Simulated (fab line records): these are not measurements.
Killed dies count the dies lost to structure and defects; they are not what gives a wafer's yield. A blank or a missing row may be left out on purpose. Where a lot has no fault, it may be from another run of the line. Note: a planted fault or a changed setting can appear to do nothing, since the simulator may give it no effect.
A lot that was struck, set against a sound lot | flow nand-harc | 21 out of 1302 route steps
Sound: the wafers L873.2, L873.3, L873.4. Struck: wafers L887.2, L887.4, L887.6. At the end, the cause is stated.
Per side, at each step with rows, come the tool, then ch with its chambers, and then its first start. Under that, the readings that differ: sound wafers | struck wafers | difference of the means | sigmas: that difference in standard deviations of wafers without a fault.
alike: words and numbers the same on both sides, and readings whose means are apart by under 2 such deviations; not compared: readings that were withheld, readings missing a value for some wafer, numbers with overlapping values and no deviation given by the record, and bounds like >300 which may hide the same value.
A row with sigmas, a row that says differs or no value, or rows on one side alone: a step with any of these is where the two part. Numbers that have no deviation but don't overlap get no sigmas and don't part them. Lack of a reading on every wafer of one side parts them only where that side has two or more wafers.

first, 5 steps without rows for these wafers: NHARC_P_STI_SOFTBAKE_04 (time 70 s); NHARC_P_STI_EBR_05; NHARC_P_STI_EXPOSE_06 (exposes mask P STI, target cd 200 nm); NHARC_P_STI_PEB_07 (peb time 80 s); NHARC_P_STI_DEVELOP_08 (time 50 s).
NHARC_P_STI_CD_MEAS_09: the cd target is 200 nm.
  sound on cd-sem-01 ch 0, day 3 04:49; struck on cd-sem-03 ch 0, day 9 03:50
  alike: cd-nm
NHARC_P_STI_OVL_MEAS_10:
  sound on overlay-01 at day 3 04:54; struck on overlay-01 at day 9 03:55
  alike: overlay-x-nm, overlay-y-nm
NHARC_P_STI_INSPECT_11:
  sound on defect-inspect-01 at day 3 04:56; struck on defect-inspect-02 at day 9 03:57
  alike: raw-defect-count
then, 1 step without rows for these wafers: NHARC_P_STI_HARDBAKE_13 (time 65 s).
NHARC_P_STI_DESCUM_14: chemistry O2, time 3 s.
  sound on rie-diel-09 ch 1,2,3, day 3 05:04; struck on rie-diel-12 ch 0,1,2, day 9 04:05
  alike: drypump-motor-current-A, oes-product-au, rf-vpp-V, showerhead-plenum-p-Torr, throttle-valve-pct
  not compared: rf-hours-counter-h
NHARC_P_STI_ETCH_42: etches the open film in N2/H2, target depth 80 nm, overetch 24 nm, time 61 s.
  sound on rie-diel-09 ch 0,2,3, day 3 05:09; struck on rie-diel-12 ch 0,2, day 9 04:11
  alike: bias-w, chamber-pressure-mTorr, drypump-motor-current-A, oes-product-au, rf-vpp-V, showerhead-plenum-p-Torr, throttle-valve-pct
  not compared: rf-hours-counter-h
NHARC_P_STI_ETCH_31: etches the open film in CF4/CHF3, target depth 108.9 nm, time 54.5 s.
  sound on rie-diel-09 ch 0,2,3; struck on rie-diel-12 ch 0,2
  alike: bias-w, cf4-flow-sccm, drypump-motor-current-A, oes-product-au, rf-vpp-V, showerhead-plenum-p-Torr, throttle-valve-pct
  not compared: rf-hours-counter-h
NHARC_P_STI_ETCH_15: etches the open film in HBr/Cl2, target depth 300 nm, time 100.1 s.
  sound on rie-si-03 ch 1,2,3, day 3 05:22; struck on rie-si-03 ch 0,2,3, day 9 04:23
  no value came back on the struck wafers for any of 6 readings (bias-w (W), chamber-pressure-mTorr (mTorr) and others); on the sound wafers bias-w (W) reads 100.0 99.5 100.3
NHARC_P_STI_CD_MEAS_16:
  sound on cd-sem-02 at day 3 05:31; struck on cd-sem-01 at day 9 04:32
  alike: cd-nm
NHARC_P_STI_OCD_MEAS_17:
  sound on ocd-01 at day 3 05:35; struck on ocd-02 at day 9 04:37
  reading                | sound             | struck | difference                    | sigmas
  trench-depth-nm (nm)   | 296 299 300       | 0 0 0  | -298                          | -66
  trench-foot-cd-nm (nm) | 155.8 157.8 155.4 | - - -  | no value on the struck wafers |
then, 3 steps without rows for these wafers: NHARC_P_STI_STRIP_19 (strips in SPM, time 900 s); NHARC_P_STI_PRECLEAN_32 (cleans in SC1); NHARC_P_STI_SRD_23.
NHARC_P_STI_OCD_MEAS_43:
  sound on ocd-02 at day 3 06:06; struck on ocd-01 at day 9 05:07
  reading                | sound             | struck | difference                    | sigmas
  trench-depth-nm (nm)   | 296 299 300       | 0 0 0  | -298                          | -66
  trench-foot-cd-nm (nm) | 155.2 158.0 156.0 | - - -  | no value on the struck wafers |
then, 1 step without rows for these wafers: NHARC_P_STI_OXIDE_33 (material SiO2, target thk 10 nm, ox time 281 s).
-- break in the record here, with 22 days between the starts of the struck wafers on either side (left off in module P_STI, picked up again in module END, where the first step shown is number 1302 on the route) --
NHARC_END_SORT_01:
  at this point the record logs the struck wafers (prober-02 ch 0, day 31 02:55) and has no rows for the sound ones

== WHERE THEY PART ==
First at NHARC_P_STI_ETCH_15; last, within this record, at NHARC_END_SORT_01.

WHY: the cause the simulator had injected
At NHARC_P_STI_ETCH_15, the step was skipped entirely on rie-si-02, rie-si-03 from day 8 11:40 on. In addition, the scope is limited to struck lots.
